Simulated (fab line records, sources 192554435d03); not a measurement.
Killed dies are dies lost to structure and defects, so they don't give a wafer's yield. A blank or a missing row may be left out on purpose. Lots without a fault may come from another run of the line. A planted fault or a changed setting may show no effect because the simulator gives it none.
fab line records | flow n5_finfet
record lots=6 wafers=18 last_day=19
route steps=1938 shown BEOL_M2@872 BEOL_M4@1111 PASSIVATION@1936
lots that met no fault: from a run of the same line without faults
start_h: hours from the record's first day to the start of the lot's first wafer shown | wait_h: hours since the lot's step before | " the same as in the row above | L1.1+2: a row that stands for several wafers | - no value, or no start given | * or withheld: withheld | < > ~ a bound
route shown NAME@n: a module of which the file shows steps, and the number in the route of the first | usual: mean/standard deviation of fault-free wafers | same: alike in all rows | chamber/n: place in a boat | sites: the reading at each site | _std_site: their standard deviation | _edge_site: outer sites' mean less inner sites' | radius_mm: how far each site lies from the wafer's centre | mask NAME#n: copy n | behind: the tool/chamber that last shaped the wafer | hold: why the lot was held/for how many hours/how that ended | device: the transistor (n, p or np) that didn't switch | end of line: the same wafers' tests at the end of the route | a step without rows: its recipe alone | killed: dies lost to structure and defects at the first sort, not the wafer's yield | map: a wafer's dies, x killed, . not, _ none there
set.NAME: the setting as run; set.NAME@STEP: as run at that earlier step | model.NAME: the simulator's own value behind a step, which no gauge read
lots at some steps of the route; a table a step, a row a wafer
services: from which hour (start_h, from the record's first day; less than 0 if before it) a tool's chamber was out of use, for how many hours, and why
## steps
# step N5_BEOL_M2_SOFTBAKE_23
# recipe temp_c=110 time_s=60 resist=CAR-EUV
# step N5_BEOL_M2_EXPOSE_25
# recipe mask_id=V1 na=0.33 source_shape=quasar sigma_inner=0.2 sigma_outer=0.8 polarization=unpolarized defocus_nm=5 dose_mj=63
# step N5_BEOL_M2_PEB_26
# recipe peb_temp_c=100 peb_time_s=60 resist=CAR-EUV
# step N5_BEOL_M2_DEVELOP_27
# recipe develop_time_s=30 developer=TMAH resist=CAR-EUV rinse_liquid=surfactant_rinse dry=air_spin dev_temp_c=23
# step N5_BEOL_M2_CD_MEAS_28
# recipe target_cd_nm=26.2 landing_energy_ev=500 detector=se_inlens target_cd_y_nm=24.1 polarity=opening
# usual cd_nm=26.17/0.23
# columns lot.wafer tool chamber start_h wait_h cd_nm
L390.1 cd_sem-02 0 137.72 - 26.42
L390.3 " 0 " " 25.98
L390.5 " 0 " " 25.97
L398.1 cd_sem-03 0 186.66 - 26.05
L398.2 " 0 " " 26.03
L398.4 " 0 " " 26.05
L400.1 cd_sem-03 0 221.63 - 26.38
L400.2 " 0 " " 26.35
L400.4 " 0 " " 25.78
L406.1 cd_sem-03 0 251.29 - 26.31
L406.2 " 0 " " 26.25
L406.3 " 0 " " 26.56
L407.1 cd_sem-03 0 263.03 - 26.50
L407.3 " 0 " " 26.27
L407.5 " 0 " " 25.69
L411.1 cd_sem-03 0 275.75 - 26.17
L411.4 " 0 " " 26.39
L411.5 " 0 " " 25.81
# step N5_BEOL_M2_OVL_MEAS_29
# recipe points_per_wafer=522
# usual V1_OVL=-0.6/0.64
# columns lot.wafer tool chamber start_h wait_h V1_OVL[nm]
L390.1 overlay-02 0 137.75 0.0 -0.1
L390.3 " 0 " " -0.6
L390.5 " 0 " " -0.2
L398.1 overlay-02 0 186.69 0.0 -1.1
L398.2 " 0 " " -0.7
L398.4 " 0 " " -0.7
L400.1 overlay-01 0 221.66 0.0 -1.0
L400.2 " 0 " " 0.0
L400.4 " 0 " " -0.4
L406.1 overlay-01 0 251.32 0.0 -0.5
L406.2 " 0 " " -1.5
L406.3 " 0 " " -2.0
L407.1 overlay-02 0 263.06 0.0 -1.4
L407.3 " 0 " " -1.0
L407.5 " 0 " " -0.4
L411.1 overlay-02 0 275.78 0.0 0.0
L411.4 " 0 " " 0.4
L411.5 " 0 " " 0.9
# step N5_BEOL_M2_INSPECT_30
# recipe mode=adi inspect_instrument=brightfield
# usual raw_defect_count=433/86
# columns lot.wafer tool chamber start_h wait_h raw_defect_count
L390.1 defect_inspect-01 - 137.81 0.1 398
L390.3 " - " " 334
L390.5 " - " " 490
L398.1 defect_inspect-02 - 186.75 0.1 491
L398.2 " - " " 416
L398.4 " - " " 334
L400.1 defect_inspect-02 - 221.72 0.1 482
L400.2 " - " " 456
L400.4 " - " " 409
L406.1 defect_inspect-01 - 251.38 0.1 621
L406.2 " - " " 344
L406.3 " - " " 397
L407.1 defect_inspect-01 - 263.12 0.1 348
L407.3 " - " " 303
L407.5 " - " " 343
L411.1 defect_inspect-01 - 275.84 0.1 426
L411.4 " - " " 540
L411.5 " - " " 590
# step N5_BEOL_M2_DESCUM_33
# recipe chemistry=O2 time_s=7 source_power_w=50 bias_power_w=20 pressure_mtorr=20 rf_frequency_hz=2.712e+07 temp_c=40 resist=CAR-EUV o2_flow_sccm=225
# usual bias_power_w=20.00/0.057 drypump_motor_current_A=5.7/0.36 oes_product_au=0.82/0.092 rf_vpp_V=243.9/1.2 showerhead_plenum_p_Torr=2.15/0.049 throttle_valve_pct=20.3/0.33
# columns lot.wafer tool chamber start_h wait_h bias_power_w drypump_motor_current_A oes_product_au rf_hours_counter_h rf_vpp_V showerhead_plenum_p_Torr throttle_valve_pct
L390.1 rie_diel-01 3 137.85 0.0 19.99 5.2 0.90 31 242.9 2.13 20.1
L390.3 " 2 " " 20.02 5.9 0.85 46 245.8 2.21 20.1
L390.5 " 2 " " 20.07 5.9 0.85 - 243.8 2.22 20.1
L398.1 rie_diel-06 1 186.80 0.0 19.96 5.6 0.81 84 242.9 2.12 20.6
L398.2 " 2 " " 20.04 5.6 0.68 252 243.7 2.15 20.3
L398.4 " 0 " " 19.89 5.2 0.97 - 243.1 2.15 19.8
L400.1 rie_diel-01 2 221.75 0.0 19.92 5.9 0.81 81 244.4 2.20 20.1
L400.2 " 1 " " 19.99 5.3 0.71 224 244.4 2.14 20.5
L400.4 " 0 " " 20.09 5.9 0.87 38 246.8 2.23 20.0
L406.1 rie_diel-04 1 251.41 0.0 19.98 6.2 0.71 222 244.5 2.17 20.9
L406.2 " 3 " " 19.95 5.5 0.87 34 244.1 2.16 20.1
L406.3 " 2 " " 19.99 5.9 0.71 225 242.8 2.08 20.6
L407.1 rie_diel-04 3 263.17 0.1 20.00 5.5 0.85 38 243.3 2.15 20.1
L407.3 " 0 " " 20.01 6.1 0.89 54 244.0 2.15 20.1
L407.5 " 3 " " 20.00 5.5 0.86 - 242.2 2.15 20.1
L411.1 rie_diel-01 1 275.99 0.2 20.08 5.3 0.70 239 244.0 2.14 20.5
L411.4 " 2 " " 19.95 5.9 0.78 97 243.5 2.20 20.1
L411.5 " 3 " " 19.97 5.2 0.86 - 243.3 2.12 20.2
# step N5_BEOL_M2_ETCH_77
# recipe chemistry=N2/H2 target=underlayer target_depth_a=65 mask_material=CAR-EUV time_s=5.2 ion_energy_ev=200 pressure_mtorr=30 source_w=840 bias_w=150 n2_flow_sccm=200 h2_flow_sccm=200 ends=cleared
# usual bias_w=150.0/0.42 drypump_motor_current_A=5.7/0.36 etch_rf_on_time_s=5.20/0.099 oes_product_au=0.70/0.076 rf_vpp_V=525.5/2.1 showerhead_plenum_p_Torr=2.59/0.063 throttle_valve_pct=17.6/0.35
# columns lot.wafer tool chamber start_h wait_h bias_w drypump_motor_current_A etch_rf_on_time_s oes_product_au rf_hours_counter_h rf_vpp_V showerhead_plenum_p_Torr throttle_valve_pct
L390.1 rie_diel-01 3 137.88 0.0 150.4 5.2 5.04 0.76 31 527.9 2.58 17.5
L390.3 " 2 " " 150.6 5.9 5.36 0.71 46 529.9 2.70 17.5
L390.5 " 2 " " 150.1 5.9 5.34 0.71 - 527.0 2.70 17.5
L398.1 rie_diel-06 1 186.84 0.0 150.1 5.6 5.18 0.69 84 525.8 2.56 17.8
L398.2 " 2 " " 149.6 5.7 5.18 0.58 252 528.3 2.62 17.9
L398.4 " 0 " " 149.5 5.2 5.19 0.82 - 527.2 2.58 17.0
L400.1 rie_diel-01 2 221.79 0.0 150.5 5.9 5.35 0.68 81 525.7 2.69 17.6
L400.2 " 1 " " 150.3 5.3 5.34 0.60 224 526.0 2.60 18.0
L400.4 " 0 " " 150.6 5.9 5.31 0.73 38 528.5 2.69 17.3
L406.1 rie_diel-04 1 251.45 0.0 149.1 6.2 5.16 0.61 222 525.2 2.62 18.2
L406.2 " 3 " " 150.1 5.5 5.05 0.74 34 527.7 2.57 17.3
L406.3 " 2 " " 150.4 6.0 5.30 0.60 225 524.9 2.50 18.0
L407.1 rie_diel-04 3 263.21 0.0 150.0 5.5 5.03 0.74 38 524.1 2.57 17.3
L407.3 " 0 " " 149.3 6.1 5.07 0.76 54 526.1 2.58 17.4
L407.5 " 3 " " 149.8 5.5 5.03 0.74 - 524.9 2.57 17.3
L411.1 rie_diel-01 1 276.03 0.0 150.1 5.3 5.25 0.60 239 525.6 2.60 18.0
L411.4 " 2 " " 149.1 5.9 5.38 0.66 97 528.4 2.68 17.6
L411.5 " 3 " " 150.5 5.3 5.03 0.74 - 523.3 2.57 17.5
# step N5_BEOL_M2_ETCH_69
# recipe chemistry=CF4 target=SiARC target_depth_a=156 mask_material=CAR-EUV time_s=26 ion_energy_ev=80 pressure_mtorr=40 source_w=545 bias_w=36 Ar_flow_sccm=100 cf4_flow_sccm=100 ends=cleared
# usual bias_w=36.00/0.11 drypump_motor_current_A=5.7/0.36 etch_rf_on_time_s=26.0/0.5 oes_product_au=0.70/0.076 rf_vpp_V=184.5/1.1 showerhead_plenum_p_Torr=2.19/0.046 throttle_valve_pct=15.4/0.34
# columns lot.wafer tool chamber start_h wait_h bias_w drypump_motor_current_A etch_rf_on_time_s oes_product_au rf_hours_counter_h rf_vpp_V showerhead_plenum_p_Torr throttle_valve_pct
L390.1 rie_diel-01 3 137.90 0.0 35.92 5.2 25.0 0.77 31 186.2 2.19 15.3
L390.3 " 2 " " 35.94 5.9 26.6 0.72 46 185.1 2.24 15.2
L390.5 " 2 " " 35.99 5.9 26.4 0.72 - 186.7 2.24 15.2
L398.1 rie_diel-06 1 186.85 0.0 35.86 5.5 26.5 0.69 84 184.6 2.15 15.6
L398.2 " 2 " " 35.90 5.6 25.4 0.59 252 185.1 2.19 15.5
L398.4 " 0 " " 35.94 5.2 26.1 0.82 - 184.4 2.19 15.0
L400.1 rie_diel-01 2 221.80 0.0 36.04 5.9 26.6 0.67 81 185.2 2.23 15.3
L400.2 " 1 " " 35.91 5.3 26.7 0.60 224 183.6 2.21 15.9
L400.4 " 0 " " 36.02 5.9 26.5 0.72 38 186.0 2.27 15.1
L406.1 rie_diel-04 1 251.47 0.0 36.04 6.2 26.0 0.61 222 185.3 2.20 16.0
L406.2 " 3 " " 35.88 5.5 26.2 0.73 34 184.9 2.19 15.2
L406.3 " 2 " " 36.11 5.9 26.9 0.59 225 182.9 2.11 15.7
L407.1 rie_diel-04 3 263.23 0.0 36.05 5.5 26.1 0.73 38 184.2 2.19 15.2
L407.3 " 0 " " 35.94 6.1 25.7 0.75 54 183.6 2.18 15.2
L407.5 " 3 " " 36.07 5.5 25.9 0.73 - 184.8 2.18 15.2
L411.1 rie_diel-01 1 276.05 0.0 35.97 5.3 26.4 0.60 239 184.4 2.21 15.9
L411.4 " 2 " " 36.16 5.9 27.0 0.65 97 185.9 2.22 15.3
L411.5 " 3 " " 36.10 5.2 25.2 0.73 - 183.0 2.18 15.4
# step N5_BEOL_M2_ALD_98
# recipe material=SiO2 target_thk_a=25 temp_c=100 ald_precursor_family=BDEAS ald_co_reactant=O2-plasma pulse_time_s=1 co_reactant_pulse_time_s=1 purge_time_s=2 co_reactant_purge_time_s=2 ald_cycles=17 pressure_torr=2
# usual heater_power_w=76/3.9 precursor_pulse_height_rel=1.001/0.02
# same ald_cycles=17
# columns lot.wafer tool chamber start_h wait_h heater_power_w precursor_pulse_height_rel
L390.1 ald_sin-02 1 137.98 0.1 75 0.976
L390.3 " 2 " " 76 0.967
L390.5 " 3 " " 76 1.038
L398.1 ald_sin-01 0 187.42 0.5 71 1.005
L398.2 " 3 " " 76 1.001
L398.4 " 3 " " 78 1.003
L400.1 ald_sin-01 3 222.07 0.2 80 1.024
L400.2 " 0 " " 73 1.027
L400.4 " 1 " " 80 0.973
L406.1 ald_sin-01 2 251.55 0.1 80 0.984
L406.2 " 3 " " 79 0.998
L406.3 " 1 " " 81 1.019
L407.1 ald_sin-01 1 263.31 0.1 82 1.005
L407.3 " 3 " " 79 0.997
L407.5 " 2 " " 78 1.045
L411.1 ald_sin-02 0 276.79 0.7 70 1.015
L411.4 " 0 " " 71 1.022
L411.5 " 3 " " 78 0.981
# step N5_BEOL_M2_ETCHBACK_99
# recipe chemistry=CHF3 target=SiO2 target_depth_a=50 time_s=10.4 source_w=215 bias_w=47 Ar_flow_sccm=200 CHF3_flow_sccm=12 ion_energy_ev=100 pressure_mtorr=30
# usual bias_w=46.99/0.14 drypump_motor_current_A=5.7/0.36 oes_product_au=0.81/0.09 rf_vpp_V=242/6.3 showerhead_plenum_p_Torr=2.20/0.054 throttle_valve_pct=16.9/0.35
# columns lot.wafer tool chamber start_h wait_h bias_w drypump_motor_current_A oes_product_au rf_hours_counter_h rf_vpp_V showerhead_plenum_p_Torr throttle_valve_pct
L390.1 rie_diel-01 2 147.85 9.8 47.13 5.9 0.82 50 237 2.26 16.7
L390.3 " 1 " " 46.97 5.3 0.72 193 241 2.23 17.2
L390.5 " 2 " " 46.96 5.9 0.83 - 236 2.26 16.6
L398.1 rie_diel-04 3 192.14 4.7 46.98 5.5 0.90 14 255 2.21 16.6
L398.2 " 0 " " 46.76 6.1 0.93 31 244 2.19 16.5
L398.4 " 1 " " 46.92 6.2 0.73 203 239 2.24 17.6
L400.1 rie_diel-01 0 232.89 10.8 47.07 5.9 0.85 40 241 2.30 16.7
L400.2 " 1 " " 47.09 5.3 0.70 226 241 2.22 17.3
L400.4 " 3 " " 47.01 5.3 0.87 47 233 2.20 16.8
L406.1 rie_diel-04 2 252.19 0.6 46.95 5.9 0.70 225 242 2.13 17.2
L406.2 " 1 " " 47.09 6.2 0.71 222 241 2.24 17.6
L406.3 " 3 " " 47.00 5.5 0.87 34 253 2.20 16.7
L407.1 rie_diel-04 1 269.81 6.5 46.80 6.2 0.71 228 239 2.23 17.6
L407.3 " 0 " " 47.07 6.1 0.89 56 245 2.18 16.6
L407.5 " 3 " " 46.96 5.5 0.86 - 255 2.20 16.7
L411.1 rie_diel-01 1 278.72 1.9 47.10 5.3 0.70 240 242 2.22 17.3
L411.4 " 2 " " 47.01 5.9 0.78 98 236 2.24 16.7
L411.5 " 3 " " 46.93 5.2 0.85 - 232 2.19 16.8
# step N5_BEOL_M2_ETCH_70
# recipe chemistry=N2/H2 target=SOC target_depth_a=800 overetch_a=240 mask_material=SiARC temp_c=40 time_s=130 ion_energy_ev=200 pressure_mtorr=30 source_w=840 bias_w=150 n2_flow_sccm=200 h2_flow_sccm=200
# usual bias_w=150.0/0.46 drypump_motor_current_A=5.7/0.36 oes_product_au=0.60/0.061 rf_vpp_V=525.5/2 run_length_s=153.5/0.37 showerhead_plenum_p_Torr=2.59/0.068 throttle_valve_pct=17.6/0.33
# columns lot.wafer tool chamber start_h wait_h bias_w drypump_motor_current_A oes_product_au rf_hours_counter_h rf_vpp_V run_length_s showerhead_plenum_p_Torr throttle_valve_pct model.SiARC_of_BEOL_M2_COAT_68.thk_nm
L390.1 rie_diel-01 2 147.89 0.0 150.1 5.9 0.61 50 528.7 152.7 2.70 17.5 6
L390.3 " 1 " " 149.9 5.3 0.54 193 526.3 153.7 2.62 17.9 6
L390.5 " 2 " " 150.2 5.9 0.62 - 528.8 153.3 2.70 17.5 6
L398.1 rie_diel-04 3 192.18 0.0 150.7 5.5 0.67 14 526.5 153.1 2.58 17.2 5.4
L398.2 " 0 " " 150.5 6.1 0.67 31 524.9 154.2 2.59 17.3 5.8
L398.4 " 1 " " 150.2 6.2 0.54 203 527.2 153.3 2.63 18.1 5.8
L400.1 rie_diel-01 0 232.92 0.0 149.7 5.9 0.63 40 528.6 153.9 2.69 17.3 6
L400.2 " 1 " " 149.9 5.3 0.53 226 525.5 153.6 2.60 17.9 6
L400.4 " 3 " " 149.4 5.3 0.62 47 524.6 153.3 2.58 17.5 5.8
L406.1 rie_diel-04 2 252.22 0.0 - 5.9 0.70 225 523.7 119.3 2.50 17.9 7.6
L406.2 " 1 " " - 6.2 0.72 222 526.8 118.8 2.62 18.2 7.6
L406.3 " 3 " " - 5.5 0.86 34 525.8 118.2 2.57 17.3 7.2
L407.1 rie_diel-04 1 269.85 0.0 - 6.2 0.70 228 525.8 118.9 2.62 18.2 7.6
L407.3 " 0 " " - 6.1 0.88 56 523.8 119.4 2.58 17.4 7.4
L407.5 " 3 " " - 5.5 0.86 - 525.0 118.7 2.57 17.3 7.2
L411.1 rie_diel-01 1 278.76 0.0 149.4 5.3 0.52 240 526.6 153.2 2.60 18.0 6
L411.4 " 2 " " 149.1 5.9 0.57 98 527.3 152.6 2.68 17.6 6.4
L411.5 " 3 " " 149.6 5.2 0.61 - 524.6 153.5 2.57 17.5 5.8
# step N5_BEOL_M2_STRIP_71
# recipe chemistry=N2/H2 temp_c=40 n2_flow_sccm=200 h2_flow_sccm=200 rf_frequency_hz=6e+07
# step N5_BEOL_M4_RC_MEAS_101
# usual DIBL_N=36.0/1.9 DIBL_P=35.6/2.2 IOFF_N=0.15/0.031 IOFF_P=0.19/0.032 ION_N=668/11 ION_P=455/7.2 SS_N=71.5/0.65 SS_P=73.4/0.64 VT_N=251/3.6 VT_P=-253/3.3
# columns lot.wafer tool chamber start_h wait_h DIBL_N[mV/V] DIBL_P[mV/V] IOFF_N[nA/um] IOFF_P[nA/um] ION_N[uA/um] ION_P[uA/um] SS_N[mV/dec] SS_P[mV/dec] VT_N[mV] VT_P[mV]
L390.1 prober-01 0 190.02 0.0 37.8 36.5 0.18 0.22 673 455 70.8 72.9 247 -249
L390.3 " 0 " " 34.8 32.4 0.13 0.16 662 458 70.9 72.3 254 -255
L390.5 " 0 " " 34.9 32.4 0.13 0.16 660 450 70.6 72.4 253 -253
L398.1 prober-02 0 247.70 0.0 34.4 33.2 0.13 0.18 664 457 71.7 73.2 256 -251
L398.2 " 0 " " 32.4 31.0 0.10 0.16 646 454 70.7 72.4 256 -250
L398.4 " 0 " " 35.5 35.2 0.15 0.21 670 459 71.5 74.2 252 -250
L400.1 prober-01 0 288.16 0.0 35.0 34.0 0.14 0.17 665 455 71.5 73.4 251 -252
L400.2 " 0 " " 35.0 35.2 0.14 0.19 667 461 70.5 73.4 249 -249
L400.4 " 0 " " 35.8 35.6 0.16 0.20 677 457 69.9 73.8 247 -251
L406.1 prober-01 0 308.32 0.0 34.6 36.4 0.15 0.21 671 463 71.2 73.3 249 -248
L406.2 " 0 " " 34.0 34.4 0.13 0.17 659 450 70.9 72.7 252 -251
L406.3 " 0 " " 35.1 36.5 0.15 0.21 673 464 70.8 73.3 250 -254
L407.1 prober-01 0 322.67 0.0 37.3 35.0 0.15 0.18 665 452 71.6 73.7 250 -254
L407.3 " 0 " " 39.6 37.6 0.20 0.22 682 458 71.9 73.6 245 -251
L407.5 " 0 " " 38.5 37.1 0.17 0.22 677 462 71.7 73.7 247 -250
L411.1 prober-02 0 325.81 0.0 39.4 40.4 0.24 0.31 692 473 73.1 74.7 244 -243
L411.4 " 0 " " 37.2 36.9 0.18 0.23 681 465 72.0 73.5 248 -248
L411.5 " 0 " " 36.8 36.4 0.17 0.22 673 456 72.0 73.3 248 -249
# step N5_PASSIVATION_PROBE_49
# usual defect_limited_yield=91.3/1.4 killed_at_M0_to_M3=34/10 killed_at_M4_up=14/5.5 killed_at_contacts=12/6 killed_at_front_end=40/10 killed_at_other=3.0/2.4 killed_dies=103/17 killed_open=68/13 killed_short=34/7.8 sort_bin_5_function=5.1/0.97 sort_bin_6_memory=3.3/0.66 sort_n_pass=1077/17 sort_yield_pct=91.2/1.4
# same gross_dies=1180 killed_at_back_side=0 sort_bin_4_leakage[%]=0 sort_bin_8_speed[%]=0
# columns lot.wafer tool chamber start_h wait_h defect_limited_yield[%] killed_at_M0_to_M3 killed_at_M4_up killed_at_contacts killed_at_front_end killed_at_other killed_dies killed_open killed_short sort_bin_5_function[%] sort_bin_6_memory[%] sort_n_pass sort_yield_pct[%]
L390.1 prober-01 - 294.12 0.0 92.5 26 8 24 25 5 88 58 30 4.2 2.9 1092 92.5
L390.3 prober-01 - 294.22 0.1 92.5 24 14 21 24 5 88 66 22 4.8 2.5 1092 92.5
L390.5 prober-01 - 294.32 0.2 89.8 36 14 26 42 2 120 75 45 6.1 3.6 1060 89.8
L398.1 prober-01 - 356.61 0.0 91.6 35 14 16 29 5 99 75 24 4.5 3.6 1081 91.6
L398.2 prober-01 - 356.66 0.1 90.0 38 13 19 45 3 118 79 38 5.6 4.2 1062 90.0
L398.4 prober-01 - 356.76 0.2 89.5 42 8 15 49 10 124 73 47 6.8 3.3 1056 89.5
L400.1 prober-01 - 397.34 0.0 91.9 27 11 5 45 8 96 59 37 4.4 3.6 1084 91.9
L400.2 prober-01 - 397.39 0.1 90.7 26 21 14 46 3 110 77 28 6.1 2.9 1070 90.7
L400.4 prober-01 - 397.49 0.2 91.3 32 26 4 39 2 103 67 35 5.3 3.2 1077 91.3
L406.1 prober-01 - 423.29 0.0 91.3 29 17 22 34 1 103 75 27 5.2 3.3 1077 91.3
L406.2 prober-01 - 423.34 0.1 89.0 45 15 22 47 1 130 87 43 6.0 4.8 1050 89.0
L406.3 prober-01 - 423.39 0.1 90.2 40 21 13 40 2 116 76 39 5.9 3.4 1064 90.2
L407.1 prober-02 - 434.67 0.0 91.4 21 20 13 37 10 101 59 41 5.5 2.5 1079 91.4
L407.3 prober-02 - 434.77 0.1 93.6 24 10 9 26 6 75 47 28 4.0 2.2 1105 93.6
L407.5 prober-02 - 434.87 0.2 92.5 31 18 11 26 2 88 44 41 4.3 2.5 1092 92.5
L411.1 prober-01 - 450.28 0.0 91.6 32 12 11 38 6 99 62 32 4.3 3.8 1081 91.6
L411.4 prober-01 - 450.43 0.2 93.0 20 16 5 33 9 83 52 30 3.8 3.1 1097 93.0
L411.5 prober-01 - 450.48 0.2 91.8 32 10 20 30 5 97 69 26 5.2 2.9 1083 91.8
# killed by level:class
L390.1 MOL_CONTACT_COAG:geometric_particle:open=21 BEOL_M2:geometric_particle:open=11 FIN_SAQP:geometric_particle:open=6 STI_FIN_REVEAL:geometric_particle:open=6 BEOL_M3:geometric_particle:short=4 FIN_SAQP:geometric_particle:short=3 MOL_CONTACT_COAG:geometric_particle:short=3 BEOL_M0_SAQP:geometric_particle:short=3
L390.3 MOL_CONTACT_COAG:geometric_particle:open=15 BEOL_M0_SAQP:geometric_particle:open=8 DUMMY_GATE:geometric_particle:open=6 MOL_CONTACT_COAG:geometric_particle:short=6 BEOL_M2:geometric_particle:open=4 BEOL_M4:geometric_particle:open=4 BEOL_M8:geometric_particle:open=4 FIN_SAQP:geometric_particle:open=3
L390.5 MOL_CONTACT_COAG:geometric_particle:open=20 FIN_SAQP:geometric_particle:short=13 FIN_SAQP:geometric_particle:open=10 BEOL_M0_SAQP:geometric_particle:open=8 BEOL_M0_SAQP:geometric_particle:short=7 MOL_CONTACT_COAG:geometric_particle:short=6 BEOL_M0:geometric_particle:open=6 BEOL_M4:geometric_particle:open=5
L398.1 MOL_CONTACT_COAG:geometric_particle:open=13 BEOL_M0_SAQP:geometric_particle:open=10 FIN_SAQP:geometric_particle:open=7 BEOL_M3:geometric_particle:open=7 BEOL_M4:geometric_particle:open=6 STI_FIN_REVEAL:geometric_particle:open=5 BEOL_M0_SAQP:geometric_particle:short=5 STARTING-WAFER:geometric_particle:open=5
L398.2 MOL_CONTACT_COAG:geometric_particle:open=16 FIN_SAQP:geometric_particle:open=11 FIN_SAQP:geometric_particle:short=11 BEOL_M0_SAQP:geometric_particle:open=10 BEOL_M2:geometric_particle:open=9 BEOL_M1:geometric_particle:open=7 BEOL_M1:geometric_particle:short=5 STARTING-WAFER:geometric_particle:open=5
L398.4 MOL_CONTACT_COAG:geometric_particle:open=13 FIN_SAQP:geometric_particle:open=11 FIN_SAQP:geometric_particle:short=9 GATE_CUT:geometric_particle:short=9 BEOL_M2:geometric_particle:open=9 BEOL_M3:geometric_particle:open=7 BEOL_M0_SAQP:geometric_particle:open=6 BEOL_M0_SAQP:geometric_particle:short=6
L400.1 FIN_SAQP:geometric_particle:short=11 STI_FIN_REVEAL:geometric_particle:open=6 GATE_CUT:geometric_particle:open=6 BEOL_M0_SAQP:geometric_particle:short=6 BEOL_M1:geometric_particle:open=6 BEOL_M4:geometric_particle:open=6 GATE_CUT:geometric_particle:short=5 STARTING-WAFER:geometric_particle:open=5
L400.2 FIN_SAQP:geometric_particle:open=16 MOL_CONTACT_COAG:geometric_particle:open=14 BEOL_M4:geometric_particle:open=9 BEOL_M3:geometric_particle:open=8 FIN_SAQP:geometric_particle:short=6 DUMMY_GATE:geometric_particle:open=6 STI_FIN_REVEAL:geometric_particle:short=5 STI_FIN_REVEAL:geometric_particle:open=5
L400.4 BEOL_M4:geometric_particle:open=13 STI_FIN_REVEAL:geometric_particle:open=10 BEOL_M0_SAQP:geometric_particle:open=7 BEOL_M3:geometric_particle:open=7 GATE_CUT:geometric_particle:short=6 BEOL_M0_SAQP:geometric_particle:short=5 DUMMY_GATE:geometric_particle:open=4 BEOL_M1:geometric_particle:open=4
L406.1 MOL_CONTACT_COAG:geometric_particle:open=20 BEOL_M2:geometric_particle:open=9 BEOL_M4:geometric_particle:open=9 BEOL_M0_SAQP:geometric_particle:open=6 GATE_CUT:geometric_particle:open=6 BEOL_M0_SAQP:geometric_particle:short=6 FIN_SAQP:geometric_particle:short=5 FIN_SAQP:geometric_particle:open=5
L406.2 MOL_CONTACT_COAG:geometric_particle:open=20 FIN_SAQP:geometric_particle:open=15 FIN_SAQP:geometric_particle:short=10 BEOL_M0_SAQP:geometric_particle:open=10 BEOL_M0_SAQP:geometric_particle:short=7 BEOL_M1:geometric_particle:open=6 BEOL_M3:geometric_particle:open=6 GATE_CUT:geometric_particle:short=5
L406.3 BEOL_M2:geometric_particle:open=12 BEOL_M4:geometric_particle:open=11 FIN_SAQP:geometric_particle:open=10 MOL_CONTACT_COAG:geometric_particle:open=10 FIN_SAQP:geometric_particle:short=9 BEOL_M0_SAQP:geometric_particle:short=9 BEOL_M0_SAQP:geometric_particle:open=8 STI_FIN_REVEAL:geometric_particle:open=5
L407.1 FIN_SAQP:geometric_particle:short=12 MOL_CONTACT_COAG:geometric_particle:open=10 BEOL_M3:geometric_particle:open=8 GATE_CUT:geometric_particle:short=7 BEOL_M4:geometric_particle:open=6 FIN_SAQP:geometric_particle:open=5 BEOL_M3:geometric_particle:short=3 STI_FIN_REVEAL:geometric_particle:open=3
L407.3 MOL_CONTACT_COAG:geometric_particle:open=8 BEOL_M0_SAQP:geometric_particle:open=8 FIN_SAQP:geometric_particle:short=6 FIN_SAQP:geometric_particle:open=5 BEOL_M0_SAQP:geometric_particle:short=5 STI_FIN_REVEAL:geometric_particle:open=4 BEOL_M3:geometric_particle:open=4 BEOL_M4:geometric_particle:open=4
L407.5 BEOL_M0_SAQP:geometric_particle:short=12 MOL_CONTACT_COAG:geometric_particle:open=7 GATE_CUT:geometric_particle:short=6 BEOL_M2:geometric_particle:open=6 BEOL_M4:geometric_particle:short=5 FIN_SAQP:geometric_particle:short=4 GATE_CUT:geometric_particle:open=4 MOL_CONTACT_COAG:geometric_particle:short=4
L411.1 MOL_CONTACT_COAG:geometric_particle:open=10 BEOL_M0_SAQP:geometric_particle:open=9 FIN_SAQP:geometric_particle:short=8 STI_FIN_REVEAL:geometric_particle:open=6 FIN_SAQP:geometric_particle:open=5 DUMMY_GATE:geometric_particle:open=5 BEOL_M0_SAQP:geometric_particle:short=5 BEOL_M3:geometric_particle:short=4
L411.4 FIN_SAQP:geometric_particle:short=9 FIN_SAQP:geometric_particle:open=6 BEOL_M5:geometric_particle:open=6 BEOL_M2:geometric_particle:open=5 BEOL_M4:geometric_particle:open=5 DUMMY_GATE:geometric_particle:short=4 MOL_CONTACT_COAG:geometric_particle:open=4 BEOL_M0_SAQP:geometric_particle:open=4
L411.5 MOL_CONTACT_COAG:geometric_particle:open=15 BEOL_M3:geometric_particle:open=10 FIN_SAQP:geometric_particle:short=7 BEOL_M0_SAQP:geometric_particle:open=7 BEOL_M2:geometric_particle:open=6 FIN_SAQP:geometric_particle:open=5 ILD0:geometric_particle:open=5 MOL_CONTACT_COAG:geometric_particle:short=5
## services
# columns tool chamber start_h hours kind
rie_diel-04 3 130.10 - clean
rie_diel-04 3 130.10 - consumable_replace:focus_ring
rie_diel-04 3 130.10 23.7 scheduled_down
rie_diel-04 3 130.10 23.7 vent_cycle
rie_diel-06 0 130.10 4.0 repair
rie_diel-06 0 141.88 - clean
rie_diel-06 0 141.88 - consumable_replace:focus_ring
rie_diel-06 0 141.88 33.7 scheduled_down
rie_diel-06 0 141.88 33.7 vent_cycle
rie_diel-01 3 156.77 43.4 repair
ald_sin-02 - 157.48 6.1 pm
rie_diel-04 1 171.89 1.4 repair
rie_diel-06 3 181.80 17.0 repair
ald_sin-01 0 190.28 2.5 repair
rie_diel-01 - 202.64 0.5 repair
ald_sin-02 1 214.48 2.8 repair
ald_sin-02 0 225.36 14.4 repair
rie_diel-01 - 252.18 2.8 pm
ald_sin-01 - 268.25 14.0 pm
ald_sin-01 0 268.25 14.0 vent_cycle
ald_sin-01 1 268.25 14.0 vent_cycle
ald_sin-01 2 268.25 14.0 vent_cycle
ald_sin-01 3 268.25 14.0 vent_cycle
ald_sin-02 2 275.39 3.6 repair
## key
first_sign step=N5_BEOL_M2_ETCH_70 reading=run_length_s direction=down sigmas=93 usual=* struck=*
effect step=N5_BEOL_M2_ETCH_70 reading=oes_product_au direction=up sigmas=3.1 usual=0.60 struck=0.78
model_effect step=N5_BEOL_M2_ETCH_70 value=SiARC_of_BEOL_M2_COAT_68.thk_nm without=5.767 struck=7.433
met_at N5_BEOL_M2_ETCH_70
struck_wafers L406.1,L406.2,L406.3,L407.1,L407.3,L407.5
onset_between 192.18 252.22
fault kind=process_parameter_drift tool=rie_diel-04 chamber=- onset_h=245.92 steps=N5_BEOL_M2_ETCH_70 channel=time_s offset=* shape=step end_h=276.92 acts_in=* stated=*
